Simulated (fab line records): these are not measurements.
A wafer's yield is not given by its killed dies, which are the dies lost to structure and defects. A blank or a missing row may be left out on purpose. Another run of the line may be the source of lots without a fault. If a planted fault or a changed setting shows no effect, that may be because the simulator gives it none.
fab line records	flow nand_harc
record lots=24	wafers=72	last_day=25
route steps=1159 shown A_CONTACT@896
lots that met no fault: taken from a fault-free run of the same line
start_h: hours from the record's opening day to when the first of the lot's shown wafers began	wait_h: time in hours since the lot's previous step	" as in the row above	L1.1+2: a single row standing in for several wafers	- value missing, or start not given	* or withheld: withheld	< > ~ a bound
route shown NAME@n: names a module that has steps shown in the file, with the first one's number in the route	usual: mean/standard deviation of fault-free wafers	same: alike in all rows	chamber/n: place in a boat	sites: per-site readings	_std_site: the standard deviation of these	_edge_site: inner sites' mean taken away from outer sites' mean	radius_mm: for every site, how far away it sits from the centre of the wafer	mask NAME#n: copy n	behind: the last tool/chamber to shape the wafer	hold: why the lot was held/for how many hours/how that ended	device: the transistor (n, p or np) that didn't switch	end of line: the tests these same wafers got at the end of their route	a step given without rows: its recipe and nothing more	killed: the dies lost at the first sort to structure and to defects; this is not the yield of the wafer	map: per-die view of a wafer (x killed, . not killed, _ where there is no die)
set.NAME: setting as actually run; set.NAME@STEP: the setting as run at that earlier step	model.NAME: the simulator's own value behind a step, which no gauge read
the route's steps for a sample of lots (tables are steps, rows are wafers)
services: from which hour (start_h, from the record's first day; less than 0 if before it) a tool's chamber was out of use, for how many hours, and why
## steps
# step NHARC_A_CONTACT_CD_MEAS_69
# recipe target_cd_nm=200	landing_energy_ev=500
# usual cd_nm=200.3/0.73
lot.wafer	tool	chamber	start_h	wait_h	cd_nm
L075.2	cd_sem-02	0	381.45	-	199.0
L075.3	"	0	"	"	199.6
L075.4	"	0	"	"	198.6
L074.1	cd_sem-03	0	382.93	-	199.1
L074.2	"	0	"	"	200.6
L074.3	"	0	"	"	199.9
L077.1	cd_sem-01	0	386.20	-	200.6
L077.3	"	0	"	"	199.3
L077.4	"	0	"	"	200.3
L078.2	cd_sem-02	0	386.63	-	200.4
L078.5	"	0	"	"	200.8
L078.6	"	0	"	"	200.3
L079.1	cd_sem-03	0	405.47	-	200.4
L079.4	"	0	"	"	200.9
L079.6	"	0	"	"	200.4
L076.2	cd_sem-01	0	405.69	-	201.2
L076.5	"	0	"	"	201.5
L076.6	"	0	"	"	200.6
L084.4	cd_sem-03	0	415.89	-	199.8
L084.5	"	0	"	"	198.9
L084.6	"	0	"	"	199.7
L081.1	cd_sem-03	0	416.09	-	200.6
L081.2	"	0	"	"	200.0
L081.5	"	0	"	"	200.9
L080.1	cd_sem-03	0	423.38	-	200.1
L080.5	"	0	"	"	200.9
L080.6	"	0	"	"	200.5
L083.1	cd_sem-03	0	431.10	-	201.1
L083.2	"	0	"	"	200.5
L083.5	"	0	"	"	201.1
L082.1	cd_sem-01	0	432.89	-	201.8
L082.2	"	0	"	"	200.5
L082.5	"	0	"	"	200.1
L088.1	cd_sem-02	0	445.65	-	199.4
L088.4	"	0	"	"	199.8
L088.5	"	0	"	"	199.2
L087.1	cd_sem-01	0	446.08	-	200.3
L087.3	"	0	"	"	200.1
L087.5	"	0	"	"	199.9
L086.1	cd_sem-02	0	459.06	-	199.2
L086.2	"	0	"	"	200.1
L086.6	"	0	"	"	199.0
L085.1	cd_sem-03	0	461.28	-	200.9
L085.4	"	0	"	"	200.6
L085.6	"	0	"	"	200.8
L090.1	cd_sem-01	0	471.77	-	201.8
L090.4	"	0	"	"	201.0
L090.6	"	0	"	"	201.6
L091.1	cd_sem-01	0	472.22	-	200.5
L091.2	"	0	"	"	200.5
L091.3	"	0	"	"	200.9
L092.1	cd_sem-01	0	476.27	-	200.2
L092.2	"	0	"	"	199.2
L092.6	"	0	"	"	199.5
L089.1	cd_sem-01	0	481.50	-	200.4
L089.3	"	0	"	"	200.5
L089.6	"	0	"	"	200.6
L094.2	cd_sem-01	0	497.47	-	200.7
L094.4	"	0	"	"	200.5
L094.5	"	0	"	"	200.8
L095.3	cd_sem-03	0	501.09	-	199.0
L095.4	"	0	"	"	200.3
L095.5	"	0	"	"	200.3
L096.1	cd_sem-02	0	506.18	-	201.2
L096.2	"	0	"	"	199.9
L096.6	"	0	"	"	200.2
L093.1	cd_sem-02	0	507.95	-	199.9
L093.3	"	0	"	"	199.8
L093.6	"	0	"	"	199.9
L097.3	cd_sem-01	0	514.21	-	200.0
L097.4	"	0	"	"	200.6
L097.6	"	0	"	"	200.4
# step NHARC_A_CONTACT_ETCH_129
# recipe source_w=withheld	pressure_mtorr=20	bias_v=1200	time_s=155	target_depth_a=9560	ar_flow_sccm=withheld	c4f8_flow_sccm=withheld	o2_flow_sccm=withheld	chemistry=C4F8/O2/Ar
lot.wafer	tool	chamber	start_h	wait_h	rf_hours_counter_h
L075.2	har_cap_etch-02	1	383.87	0.1	12
L075.4	"	0	"	"	-
L075.3	"	1	"	"	-
L074.2	har_cap_etch-03	1	385.56	0.1	89
L074.1	"	0	"	"	89
L074.3	"	1	"	"	-
L077.1	har_cap_etch-01	0	388.58	0.1	60
L077.3	"	0	"	"	-
L077.4	"	1	"	"	-
L078.2	har_cap_etch-02	1	388.92	0.1	13
L078.5	"	1	"	"	-
L078.6	"	0	"	"	-
L079.1	har_cap_etch-03	1	407.55	0.1	92
L079.4	"	1	"	"	-
L079.6	"	1	"	"	-
L076.2	har_cap_etch-01	1	407.82	0.1	63
L076.6	"	0	"	"	-
L076.5	"	1	"	"	-
L084.4	har_cap_etch-01	0	418.00	0.1	-
L084.6	"	0	"	"	-
L084.5	"	1	"	"	-
L081.2	har_cap_etch-02	1	418.16	0.1	18
L081.1	"	0	"	"	18
L081.5	"	1	"	"	-
L080.1	har_cap_etch-03	0	425.96	0.1	96
L080.6	"	0	"	"	-
L080.5	"	1	"	"	-
L083.2	har_cap_etch-01	0	433.19	0.1	68
L083.1	"	1	"	"	68
L083.5	"	1	"	"	-
L082.1	har_cap_etch-03	1	435.54	0.1	98
L082.2	"	0	"	"	98
L082.5	"	0	"	"	-
L088.1	har_cap_etch-01	0	447.96	0.1	71
L088.4	"	0	"	"	-
L088.5	"	1	"	"	-
L087.1	har_cap_etch-03	1	448.38	0.1	101
L087.3	"	0	"	"	-
L087.5	"	1	"	"	-
L086.1	har_cap_etch-03	0	461.15	0.1	103
L086.2	"	1	"	"	103
L086.6	"	1	"	"	-
L085.1	har_cap_etch-01	0	463.36	0.1	73
L085.4	"	0	"	"	-
L085.6	"	1	"	"	-
L090.1	har_cap_etch-01	1	473.91	0.1	75
L090.4	"	0	"	"	-
L090.6	"	0	"	"	-
L091.1	har_cap_etch-02	0	474.73	0.1	27
L091.2	"	1	"	"	27
L091.3	"	0	"	"	-
L092.1	har_cap_etch-01	1	478.36	0.1	77
L092.2	"	0	"	"	77
L092.6	"	0	"	"	-
L089.1	har_cap_etch-01	1	483.59	0.1	78
L089.3	"	0	"	"	-
L089.6	"	1	"	"	-
L094.2	har_cap_etch-01	1	499.91	0.2	80
L094.4	"	0	"	"	-
L094.5	"	0	"	"	-
L095.4	har_cap_etch-01	1	503.51	0.2	-
L095.3	"	0	"	"	-
L095.5	"	1	"	"	-
L096.2	har_cap_etch-03	0	508.50	0.1	110
L096.1	"	1	"	"	110
L096.6	"	1	"	"	-
L093.1	har_cap_etch-03	1	510.14	0.1	112
L093.3	"	1	"	"	-
L093.6	"	1	"	"	-
L097.3	har_cap_etch-02	0	516.98	0.2	-
L097.4	"	1	"	"	-
L097.6	"	0	"	"	-
# step NHARC_A_CONTACT_ETCH_31
# recipe target_depth_a=20000	over_etch_frac=0.3	time_s=520	ion_energy_ev=150	o2_flow_sccm=400	cos_flow_sccm=20	ar_flow_sccm=0	rf_w=500	bias_w=300	chemistry=O2/COS
# usual drypump_motor_current_A=5.8/0.31	o2_flow_sccm=400.1/1.1	oes_product_au=1.000/0.017	rf_vpp_V=313.8/1.5	showerhead_plenum_p_Torr=3.09/0.081	throttle_valve_pct=28.331/0.01
lot.wafer	tool	chamber	start_h	wait_h	drypump_motor_current_A	o2_flow_sccm	oes_product_au	rf_hours_counter_h	rf_vpp_V	showerhead_plenum_p_Torr	throttle_valve_pct
L075.3	rie_diel-08	3	-	-	5.3	400.5	0.990	39	317.1	3.18	28.330
L075.2	"	0	"	"	6.1	402.4	0.994	32	310.8	2.94	28.331
L075.4	"	1	"	"	5.0	400.7	0.981	36	313.1	3.02	28.325
L074.2	rie_diel-02	1	-	-	6.0	400.2	1.000	20	315.8	3.21	28.344
L074.3	"	2	"	"	5.9	397.4	0.993	18	312.0	2.98	28.327
L074.1	"	3	"	"	6.2	401.5	1.012	17	313.2	3.11	28.306
L077.1	rie_diel-02	1	-	-	6.0	399.7	1.008	21	315.8	3.21	28.323
L077.3	"	2	"	"	5.9	400.9	0.983	19	312.3	2.98	28.329
L077.4	"	3	"	"	6.2	400.2	1.006	18	313.8	3.11	28.335
L078.2	rie_diel-05	1	-	-	5.8	398.4	1.007	9	313.6	3.05	28.327
L078.6	"	2	"	"	6.2	400.7	0.961	-	313.3	3.04	28.356
L078.5	"	3	"	"	5.7	398.3	1.030	-	314.7	3.19	28.323
L079.4	rie_diel-05	1	-	-	5.8	400.1	1.005	12	313.1	3.05	28.349
L079.1	"	3	"	"	5.7	399.2	1.014	4	313.9	3.19	28.316
L079.6	"	1	"	"	5.8	400.4	1.017	-	311.1	3.04	28.337
L076.2	rie_diel-08	1	-	-	5.0	397.5	0.993	47	312.9	3.01	28.329
L076.5	"	1	"	"	5.1	399.1	0.991	-	311.9	3.02	28.321
L076.6	"	2	"	"	5.9	399.7	1.003	-	315.6	3.19	28.304
L084.4	rie_diel-05	0	-	-	5.9	400.5	0.991	14	316.8	3.14	28.346
L084.5	"	2	"	"	6.1	400.6	0.976	-	313.2	3.03	28.333
L084.6	"	3	"	"	5.8	399.0	1.026	-	314.2	3.19	28.351
L081.1	rie_diel-05	3	-	-	5.7	401.9	1.031	6	316.0	3.19	28.336
L081.2	"	0	"	"	6.0	399.0	0.993	14	313.9	3.14	28.325
L081.5	"	0	"	"	6.0	399.0	0.989	-	313.8	3.14	28.339
L080.1	rie_diel-08	3	-	-	5.3	398.7	1.002	55	314.5	3.18	28.340
L080.5	"	3	"	"	5.3	400.0	1.003	-	315.1	3.18	28.329
L080.6	"	0	"	"	6.1	400.7	1.002	-	311.8	2.93	28.303
L083.2	rie_diel-05	2	-	-	6.1	400.2	0.982	16	312.4	3.03	28.332
L083.1	"	3	"	"	5.7	399.6	1.043	8	314.9	3.19	28.342
L083.5	"	1	"	"	5.8	399.7	1.012	-	312.5	3.04	28.330
L082.1	rie_diel-08	1	-	-	5.0	399.2	0.983	57	312.1	3.01	28.341
L082.2	"	2	"	"	5.9	400.0	0.997	56	315.4	3.18	28.305
L082.5	"	2	"	"	5.9	400.6	0.999	-	316.5	3.18	28.327
L088.4	rie_diel-02	1	-	-	6.0	400.6	0.998	45	316.1	3.20	28.347
L088.1	"	0	"	"	5.1	401.6	0.990	40	314.3	3.11	28.329
L088.5	"	2	"	"	5.9	401.0	1.002	-	311.1	2.97	28.324
L087.1	rie_diel-05	1	-	-	5.8	399.0	1.011	19	313.4	3.04	28.337
L087.3	"	2	"	"	6.1	403.0	0.991	20	311.2	3.03	28.328
L087.5	"	2	"	"	6.1	401.5	0.980	-	313.5	3.03	28.327
L086.2	rie_diel-05	1	-	-	5.8	398.4	1.017	22	313.8	3.04	28.328
L086.1	"	0	"	"	6.0	399.8	0.994	22	313.5	3.14	28.338
L086.6	"	1	"	"	5.8	399.8	1.024	-	312.5	3.04	28.347
L085.1	rie_diel-05	0	-	-	5.9	399.7	0.994	22	314.0	3.14	28.331
L085.4	"	2	"	"	6.2	399.1	0.978	23	312.2	3.03	28.336
L085.6	"	3	"	"	5.7	399.4	1.037	-	315.1	3.19	28.332
L090.4	rie_diel-05	3	-	-	5.8	399.4	1.022	16	314.7	3.19	28.337
L090.1	"	1	"	"	5.8	401.7	1.006	24	314.0	3.04	28.327
L090.6	"	2	"	"	6.1	400.2	0.967	-	312.7	3.03	28.313
L091.1	rie_diel-05	0	-	-	5.9	399.5	0.981	24	314.7	3.14	28.339
L091.2	"	2	"	"	6.1	400.6	0.975	25	313.3	3.03	28.334
L091.3	"	3	"	"	5.7	402.1	1.015	16	314.5	3.18	28.324
L092.1	rie_diel-05	2	-	-	6.1	400.9	0.987	26	312.9	3.03	28.327
L092.2	"	3	"	"	5.7	400.3	1.023	17	314.9	3.18	28.328
L092.6	"	0	"	"	5.9	400.4	0.990	-	313.9	3.14	28.322
L089.3	rie_diel-05	1	-	-	5.8	400.1	1.023	26	313.4	3.04	28.322
L089.1	"	3	"	"	5.7	401.0	1.032	18	315.6	3.18	28.315
L089.6	"	2	"	"	6.2	401.4	1.001	-	313.1	3.03	28.321
L094.4	rie_diel-05	3	-	-	5.7	399.2	1.016	20	316.5	3.18	28.328
L094.2	"	0	"	"	6.0	400.7	0.995	28	314.4	3.14	28.333
L094.5	"	3	"	"	5.7	401.2	1.033	-	315.2	3.18	28.327
L095.4	rie_diel-05	2	-	-	6.1	399.6	0.982	30	312.9	3.03	28.334
L095.3	"	3	"	"	5.7	399.9	1.009	21	315.2	3.18	28.323
L095.5	"	1	"	"	5.8	400.2	1.013	-	313.1	3.04	28.344
L096.2	rie_diel-05	2	-	-	6.2	403.0	0.986	31	314.4	3.03	28.321
L096.1	"	0	"	"	6.0	400.1	1.000	30	313.1	3.14	28.318
L096.6	"	2	"	"	6.1	401.6	0.988	-	312.7	3.03	28.331
L093.3	rie_diel-02	2	-	-	5.9	399.4	0.993	3	311.7	2.96	28.322
L093.1	"	1	"	"	6.0	400.0	0.995	5	314.6	3.18	28.322
L093.6	"	3	"	"	6.2	399.0	1.024	-	313.6	3.09	28.333
L097.3	rie_diel-08	1	-	-	5.0	398.6	0.991	16	312.1	2.99	28.330
L097.4	"	3	"	"	5.3	400.3	0.987	18	316.1	3.16	28.318
L097.6	"	2	"	"	5.9	398.2	1.013	-	315.5	3.17	28.346
# step NHARC_A_CONTACT_ETCH_139
# recipe source_w=withheld	pressure_mtorr=20	bias_v=400	time_s=137	target_depth_a=5900	ar_flow_sccm=withheld	c4f8_flow_sccm=11.5	o2_flow_sccm=7.2	chemistry=C4F8/O2/Ar
lot.wafer	tool	chamber	start_h	wait_h	rf_hours_counter_h
L075.2	har_cap_etch-03	1	391.62	0.1	90
L075.3	"	1	"	"	-
L075.4	"	0	"	"	-
L074.2	har_cap_etch-01	1	392.35	0.1	61
L074.1	"	0	"	"	61
L074.3	"	1	"	"	-
L077.1	har_cap_etch-02	0	395.06	0.1	15
L077.4	"	1	"	"	-
L077.3	"	0	"	"	-
L078.2	har_cap_etch-03	1	395.64	0.1	91
L078.6	"	0	"	"	-
L078.5	"	1	"	"	-
L079.1	har_cap_etch-01	1	413.93	0.1	64
L079.4	"	0	"	"	-
L079.6	"	1	"	"	-
L076.2	har_cap_etch-02	1	414.86	0.1	18
L076.6	"	0	"	"	-
L076.5	"	1	"	"	-
L084.4	har_cap_etch-02	0	427.65	0.2	-
L084.6	"	1	"	"	-
L084.5	"	0	"	"	-
L081.2	har_cap_etch-01	1	428.61	0.1	67
L081.1	"	0	"	"	67
L081.5	"	1	"	"	-
L080.1	har_cap_etch-02	0	432.34	0.1	20
L080.5	"	1	"	"	-
L080.6	"	0	"	"	-
L083.2	har_cap_etch-02	0	439.61	0.1	21
L083.1	"	1	"	"	21
L083.5	"	1	"	"	-
L082.1	har_cap_etch-02	0	443.46	0.1	22
L082.2	"	1	"	"	22
L082.5	"	1	"	"	-
L088.1	har_cap_etch-03	1	455.43	0.1	102
L088.4	"	0	"	"	-
L088.5	"	0	"	"	-
L087.1	har_cap_etch-02	0	455.80	0.1	24
L087.3	"	1	"	"	-
L087.5	"	0	"	"	-
L086.1	har_cap_etch-01	0	470.53	0.1	74
L086.2	"	1	"	"	74
L086.6	"	0	"	"	-
L085.1	har_cap_etch-03	0	473.53	0.1	105
L085.4	"	0	"	"	-
L085.6	"	1	"	"	-
L090.1	har_cap_etch-02	0	481.30	0.1	28
L090.4	"	0	"	"	-
L090.6	"	1	"	"	-
L091.2	har_cap_etch-03	0	481.69	0.1	107
L091.1	"	1	"	"	107
L091.3	"	1	"	"	-
L092.1	har_cap_etch-02	1	485.96	0.1	29
L092.2	"	0	"	"	29
L092.6	"	0	"	"	-
L089.1	har_cap_etch-01	0	492.43	0.1	79
L089.3	"	0	"	"	-
L089.6	"	1	"	"	-
L094.2	har_cap_etch-02	1	509.08	0.2	32
L094.4	"	0	"	"	-
L094.5	"	1	"	"	-
L095.4	har_cap_etch-01	1	511.39	0.2	-
L095.3	"	0	"	"	-
L095.5	"	1	"	"	-
L096.1	har_cap_etch-01	1	514.83	0.1	84
L096.2	"	0	"	"	84
L096.6	"	1	"	"	-
L093.1	har_cap_etch-01	1	520.55	0.1	85
L093.3	"	1	"	"	-
L093.6	"	1	"	"	-
L097.4	har_cap_etch-01	1	525.59	0.1	-
L097.3	"	0	"	"	-
L097.6	"	0	"	"	-
# step NHARC_A_CONTACT_ETCH_98
# recipe target_depth_a=200	over_etch_frac=0.5	time_s=10	ion_energy_ev=250	c4f6_flow_sccm=25	o2_flow_sccm=20	ar_flow_sccm=500	rf_w=600	bias_w=500	chemistry=C4F6/O2
# usual drypump_motor_current_A=5.8/0.32	o2_flow_sccm=19.99/0.06	oes_product_au=0.959/0.023	rf_vpp_V=546.2/2.2	showerhead_plenum_p_Torr=3.89/0.097	throttle_valve_pct=26.904/0.009
lot.wafer	tool	chamber	start_h	wait_h	drypump_motor_current_A	o2_flow_sccm	oes_product_au	rf_hours_counter_h	rf_vpp_V	showerhead_plenum_p_Torr	throttle_valve_pct
L075.2	rie_diel-05	1	392.19	0.1	5.8	20.07	0.974	9	545.4	3.83	26.915
L075.3	"	2	"	"	6.1	19.99	0.922	9	544.0	3.82	26.897
L075.4	"	0	"	"	5.9	19.98	0.941	-	548.2	3.95	26.913
L074.1	rie_diel-02	2	-	-	5.9	19.94	0.934	19	543.3	3.75	26.901
L074.2	"	3	"	"	6.1	20.00	0.970	17	545.5	3.91	26.886
L074.3	"	0	"	"	5.1	20.04	0.953	17	547.5	3.92	26.911
L077.1	rie_diel-02	1	-	-	6.0	20.00	0.938	22	548.8	4.03	26.903
L077.4	"	2	"	"	5.9	19.98	0.945	20	542.4	3.75	26.886
L077.3	"	0	"	"	5.1	20.07	0.932	18	546.7	3.92	26.900
L078.2	rie_diel-05	0	-	-	5.9	20.11	0.930	10	548.1	3.95	26.893
L078.6	"	0	"	"	5.9	20.15	0.924	-	547.3	3.95	26.905
L078.5	"	1	"	"	5.8	19.95	0.949	-	545.5	3.83	26.896
L079.4	rie_diel-05	3	-	-	5.7	19.99	0.961	4	549.3	4.01	26.922
L079.1	"	1	"	"	5.8	19.88	0.955	12	545.2	3.83	26.899
L079.6	"	0	"	"	5.9	19.99	0.946	-	545.9	3.95	26.916
L076.2	rie_diel-02	0	-	-	5.1	20.08	0.931	25	546.1	3.91	26.903
L076.6	"	1	"	"	6.0	19.99	0.943	-	547.0	4.02	26.911
L076.5	"	2	"	"	5.9	20.00	0.932	-	543.6	3.74	26.910
L084.4	rie_diel-05	1	-	-	5.8	20.01	0.942	14	545.3	3.83	26.919
L084.5	"	3	"	"	5.8	20.03	0.997	-	549.9	4.01	26.886
L084.6	"	0	"	"	5.9	19.99	0.949	-	547.0	3.95	26.889
L081.1	rie_diel-02	2	-	-	5.9	19.91	0.979	33	543.1	3.74	26.898
L081.2	"	3	"	"	6.2	20.02	1.011	30	545.1	3.90	26.905
L081.5	"	3	"	"	6.2	20.02	1.007	-	545.4	3.90	26.906
L080.1	rie_diel-02	0	-	-	5.1	20.01	0.936	31	545.5	3.91	26.902
L080.5	"	0	"	"	5.1	19.91	0.938	-	546.3	3.91	26.899
L080.6	"	1	"	"	6.0	20.00	0.941	-	548.4	4.02	26.911
L083.1	rie_diel-05	3	-	-	5.7	20.02	0.969	8	550.1	4.00	26.908
L083.2	"	2	"	"	6.2	20.02	0.919	17	543.9	3.82	26.890
L083.5	"	0	"	"	6.0	20.04	0.952	-	547.5	3.95	26.889
L082.1	rie_diel-05	2	-	-	6.1	20.06	0.978	17	544.5	3.82	26.906
L082.2	"	0	"	"	6.0	19.92	0.992	17	547.4	3.95	26.896
L082.5	"	2	"	"	6.1	20.03	0.979	-	544.2	3.82	26.905
L088.1	rie_diel-02	0	-	-	5.1	20.07	0.958	40	547.4	3.91	26.915
L088.4	"	1	"	"	6.0	19.98	0.942	45	549.3	4.01	26.897
L088.5	"	3	"	"	6.2	20.02	0.986	-	547.9	3.89	26.907
L087.1	rie_diel-05	3	-	-	5.7	20.02	0.989	11	548.1	4.00	26.904
L087.3	"	2	"	"	6.1	19.88	0.962	20	545.4	3.81	26.902
L087.5	"	3	"	"	5.7	20.01	0.999	-	548.5	4.00	26.913
L086.1	rie_diel-05	0	-	-	5.9	20.02	0.951	22	548.1	3.94	26.912
L086.2	"	1	"	"	5.8	19.92	0.966	22	544.3	3.82	26.878
L086.6	"	3	"	"	5.7	20.03	0.973	-	547.8	4.00	26.902
L085.4	rie_diel-02	3	-	-	6.2	19.98	1.010	46	547.0	3.89	26.913
L085.1	"	0	"	"	5.1	19.93	0.986	46	547.9	3.90	26.896
L085.6	"	1	"	"	6.0	20.00	0.992	-	548.6	4.01	26.901
L090.1	rie_diel-02	2	-	-	5.9	19.95	0.953	52	542.2	3.73	26.900
L090.4	"	0	"	"	5.1	20.06	0.934	48	545.6	3.90	26.916
L090.6	"	1	"	"	6.0	19.97	0.951	-	549.1	4.01	26.920
L091.2	rie_diel-05	1	-	-	5.8	19.91	0.956	25	545.5	3.82	26.908
L091.3	"	2	"	"	6.1	20.01	0.942	25	544.7	3.81	26.895
L091.1	"	0	"	"	6.0	19.94	0.943	25	546.9	3.94	26.910
L092.2	rie_diel-02	0	-	-	5.0	19.91	0.924	48	545.7	3.90	26.898
L092.1	"	1	"	"	6.0	20.02	0.932	55	547.4	4.01	26.904
L092.6	"	0	"	"	5.1	19.93	0.927	-	546.6	3.90	26.900
L089.1	rie_diel-05	2	493.00	0.1	6.1	19.99	0.951	27	544.8	3.81	26.916
L089.3	"	3	"	"	5.7	19.90	0.986	18	549.1	4.00	26.905
L089.6	"	1	"	"	5.8	20.06	0.985	-	544.7	3.82	26.921
L094.4	rie_diel-08	2	-	-	5.9	19.99	0.968	10	548.7	3.98	26.890
L094.2	"	0	"	"	6.1	19.97	0.964	9	541.2	3.67	26.903
L094.5	"	2	"	"	5.9	19.88	0.975	-	549.2	3.98	26.903
L095.3	rie_diel-05	2	-	-	6.2	19.95	0.935	31	544.9	3.81	26.916
L095.4	"	3	"	"	5.7	20.08	0.958	21	547.7	4.00	26.903
L095.5	"	1	"	"	5.8	19.88	0.975	-	545.3	3.82	26.909
L096.1	rie_diel-05	0	-	-	5.9	19.95	0.957	30	547.6	3.94	26.904
L096.2	"	1	"	"	5.8	20.03	0.963	32	545.5	3.82	26.908
L096.6	"	2	"	"	6.1	19.94	0.942	-	544.5	3.81	26.922
L093.1	rie_diel-02	0	-	-	5.1	20.00	0.970	6	546.4	3.89	26.907
L093.3	"	2	"	"	5.9	19.93	0.969	4	543.4	3.72	26.886
L093.6	"	0	"	"	5.1	20.09	0.964	-	545.7	3.89	26.905
L097.3	rie_diel-08	3	-	-	5.3	19.94	0.950	18	547.4	3.97	26.912
L097.4	"	2	"	"	5.9	19.94	0.971	18	548.6	3.98	26.898
L097.6	"	3	"	"	5.3	19.90	0.949	-	547.5	3.97	26.903
# step NHARC_A_CONTACT_CD_MEAS_15
# usual cd_nm=89.9/0.79
lot.wafer	tool	chamber	start_h	wait_h	cd_nm
L075.2	cd_sem-01	-	392.27	-	88.8
L075.3	"	-	"	"	88.8
L075.4	"	-	"	"	89.3
L074.1	cd_sem-03	-	392.99	-	91.6
L074.2	"	-	"	"	91.0
L074.3	"	-	"	"	89.7
L077.1	cd_sem-03	-	395.65	-	90.6
L077.3	"	-	"	"	89.0
L077.4	"	-	"	"	90.9
L078.2	cd_sem-01	-	396.23	-	88.0
L078.5	"	-	"	"	89.1
L078.6	"	-	"	"	88.8
L079.1	cd_sem-01	-	414.52	-	89.3
L079.4	"	-	"	"	89.6
L079.6	"	-	"	"	88.5
L076.2	cd_sem-03	-	415.45	-	89.3
L076.5	"	-	"	"	91.1
L076.6	"	-	"	"	90.3
L084.4	cd_sem-01	-	428.18	-	89.9
L084.5	"	-	"	"	91.5
L084.6	"	-	"	"	90.8
L081.1	cd_sem-03	-	429.24	-	89.1
L081.2	"	-	"	"	90.0
L081.5	"	-	"	"	90.8
L080.1	cd_sem-03	-	432.92	-	90.9
L080.5	"	-	"	"	90.0
L080.6	"	-	"	"	90.7
L083.1	cd_sem-01	-	440.24	-	91.3
L083.2	"	-	"	"	88.7
L083.5	"	-	"	"	89.1
L082.1	cd_sem-03	-	444.08	-	88.6
L082.2	"	-	"	"	89.4
L082.5	"	-	"	"	88.8
L088.1	cd_sem-01	-	456.03	-	88.7
L088.4	"	-	"	"	90.4
L088.5	"	-	"	"	90.9
L087.1	cd_sem-02	-	456.43	-	89.1
L087.3	"	-	"	"	89.1
L087.5	"	-	"	"	89.3
L086.1	cd_sem-03	-	471.15	-	89.1
L086.2	"	-	"	"	89.7
L086.6	"	-	"	"	90.9
L085.1	cd_sem-02	-	474.15	-	90.2
L085.4	"	-	"	"	89.9
L085.6	"	-	"	"	89.7
L090.1	cd_sem-02	-	481.92	-	89.5
L090.4	"	-	"	"	89.1
L090.6	"	-	"	"	88.7
L091.1	cd_sem-01	-	482.33	-	90.7
L091.2	"	-	"	"	90.3
L091.3	"	-	"	"	89.8
L092.1	cd_sem-01	-	486.60	-	89.8
L092.2	"	-	"	"	89.1
L092.6	"	-	"	"	89.9
L089.1	cd_sem-02	-	493.08	-	89.8
L089.3	"	-	"	"	89.6
L089.6	"	-	"	"	90.7
L094.2	cd_sem-03	-	509.85	-	90.4
L094.4	"	-	"	"	89.4
L094.5	"	-	"	"	90.0
L095.3	cd_sem-02	-	512.00	-	90.0
L095.4	"	-	"	"	91.4
L095.5	"	-	"	"	91.4
L096.1	cd_sem-03	-	515.64	-	89.9
L096.2	"	-	"	"	90.2
L096.6	"	-	"	"	89.1
L093.1	cd_sem-01	-	521.26	-	89.7
L093.3	"	-	"	"	90.5
L093.6	"	-	"	"	89.8
L097.3	cd_sem-01	-	526.25	-	89.9
L097.4	"	-	"	"	89.5
L097.6	"	-	"	"	90.5
## services
tool	chamber	start_h	hours	kind
rie_diel-05	0	374.40	-	clean
rie_diel-05	1	374.40	-	clean
rie_diel-05	2	374.40	-	clean
rie_diel-05	3	374.40	-	clean
rie_diel-02	3	384.07	6.7	repair
rie_diel-05	0	398.94	-	clean
rie_diel-05	1	398.94	-	clean
rie_diel-05	2	398.94	-	clean
rie_diel-05	3	398.94	-	clean
rie_diel-05	0	423.44	-	clean
rie_diel-05	1	423.44	-	clean
rie_diel-05	2	423.44	-	clean
rie_diel-05	3	423.44	-	clean
rie_diel-02	0	446.67	2.1	repair
rie_diel-05	0	447.94	-	clean
rie_diel-05	1	447.94	-	clean
rie_diel-05	2	447.94	-	clean
rie_diel-08	-	478.82	9.0	pm
rie_diel-05	0	492.03	5.2	repair
har_cap_etch-03	-	497.84	0.4	repair
rie_diel-08	0	503.22	3.3	repair
rie_diel-02	-	505.58	9.0	pm
rie_diel-08	-	509.28	0.1	repair
rie_diel-05	-	517.93	9.0	pm
## key
fault none
